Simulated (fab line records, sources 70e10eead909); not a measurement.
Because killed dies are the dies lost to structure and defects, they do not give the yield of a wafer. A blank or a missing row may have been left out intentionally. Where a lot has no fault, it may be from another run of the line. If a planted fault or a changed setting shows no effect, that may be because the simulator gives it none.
Chamber matching	flow nandHarc	4 sister chambers for NHARC_P_STI_CMP_21 on cmp-02
The step polishes, t overpolish 20 s, target thk 380.67 nm. 22 wafers are shown with their chamber, then 11 later ones without.

== WAFERS, EACH WITH ITS CHAMBER ==
wafer	chamber	motorCurrentA (A)	overpolishRunS (s)	slurryFlowMlMin
L077.2	2	11.5	19.996	150.4
L077.4	0	13.6	20.007	150.1
L077.6	3	11.7	20.002	149.9
L078.3	2	11.0	20.008	149.4
L078.4	0	13.8	19.987	148.8
L078.5	0	12.8	19.999	149.4
L079.2	0	14.1	20.007	149.8
L079.5	3	10.8	20.012	150.2
L079.6	2	11.3	19.998	149.4
L081.2	0	13.7	20.001	149.7
L081.4	3	11.9	19.993	149.0
L081.6	0	13.5	19.993	149.9
L085.2	2	11.7	20.000	149.4
L085.3	1	12.1	20.010	150.6
L085.5	0	14.0	20.003	149.4
L088.2	0	13.4	20.000	150.1
L088.3	2	11.4	19.975	149.9
L088.6	3	11.6	19.995	150.9
L091.3	3	12.0	19.993	150.5
L091.4	2	11.1	19.991	149.6
L091.5	0	14.0	20.006	150.1
L092.3	1	12.5	20.001	149.7

SIGNATURES (averages over the wafers above)
reading	chamber 0	chamber 1	chamber 2	chamber 3	scatter within a chamber
motorCurrentA	13.656	12.300	11.333	11.600	0.38
overpolishRunS	20.00033	20.00550	19.99467	19.99900	0.00846
slurryFlowMlMin	149.700	150.150	149.683	150.100	0.516
Rule: distance of a wafer from a chamber = root of the sum over the readings of ((wafer's reading minus chamber's mean) / reading's scatter) squared. If the next closest chamber is less than 2 further off than the closest, the wafer can't be placed; otherwise it belongs to the closest. The scatter: take each reading less its chamber's mean, square it, sum over the shown wafers, divide by the number of wafers less the number of chambers, and take the root.

== WAFERS WITH NO CHAMBER GIVEN ==
wafer	motorCurrentA (A)	overpolishRunS (s)	slurryFlowMlMin
L092.4	13.4	19.986	149.3
L092.5	12.1	20.006	150.9
L095.1	11.5	20.005	150.1
L095.4	13.7	19.999	150.3
L095.5	10.5	19.987	149.7
L096.2	12.1	19.994	150.1
L096.4	11.3	19.997	150.2
L096.5	11.0	19.985	151.1
L097.1	12.7	19.999	150.1
L097.3	11.8	20.005	150.4
L097.5	13.5	20.009	150.2

== THE CHAMBER EACH PASSED THROUGH ==
wafer	from the rows above	in truth
L092.4	0	0
L092.5	can't be placed: 1 or 3 or 2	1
L095.1	can't be placed: 3 or 2 or 1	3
L095.4	0	0
L095.5	can't be placed: 2 or 3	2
L096.2	can't be placed: 3 or 1 or 2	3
L096.4	can't be placed: 3 or 2 or 1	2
L096.5	can't be placed: 3 or 2 or 1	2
L097.1	can't be placed: 1 or 0 or 3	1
L097.3	can't be placed: 3 or 1 or 2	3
L097.5	can't be placed: 0 or 1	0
2 of 11 placed correctly. From these rows, 9 cannot be placed; in 9 the true chamber is one of the candidates. 0 placed wrongly.
